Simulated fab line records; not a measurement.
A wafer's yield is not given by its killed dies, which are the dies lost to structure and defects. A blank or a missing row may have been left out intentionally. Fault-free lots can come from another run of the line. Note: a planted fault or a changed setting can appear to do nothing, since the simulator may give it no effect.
Chamber matching -- flow nand harc -- NHARC_P_GATE_DESCUM_31 on rie diel-04 has 4 sister chambers
The step chemistry O2, time 3 s. 4 wafers are shown with their chamber, then 7 later ones without.

## EACH WAFER AND ITS CHAMBER
wafer,chamber,drypump motor current A (A)
L078.2,1,5.6
L085.6,3,5.5
L090.1,2,5.3
L090.3,0,5.8

## WAFERS WHOSE CHAMBER IS MISSING
wafer,drypump motor current A (A)
L090.5,5.8
L093.1,5.5
L093.4,5.5
L093.6,5.4
L095.1,5.6
L095.4,5.3
L095.5,5.8

## WHICH CHAMBER EACH ONE RAN IN
wafer,from the rows above,in truth
L090.5,0,0
L093.1,3,3
L093.4,3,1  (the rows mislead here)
L093.6,can't be placed: 3 or 2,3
L095.1,1,1
L095.4,2,2
L095.5,0,0
Correctly placed: 5 of 7. Cannot be placed on the basis of these rows: 1; the candidates contain the true chamber in 1. Wrongly placed: 1.
How it was worked out, from the rows above alone: a wafer's distance from a chamber is the root of the sum, over the readings, of the square of ((its reading less the chamber's mean) divided by the reading's scatter). If the next closest chamber is less than 2 further off than the closest, the wafer can't be placed; otherwise it belongs to the closest. A chamber's mean is the mean of its shown wafers. The scatter: root of mean squared gap, hidden wafer to nearest shown wafer, with one shown wafer a chamber.
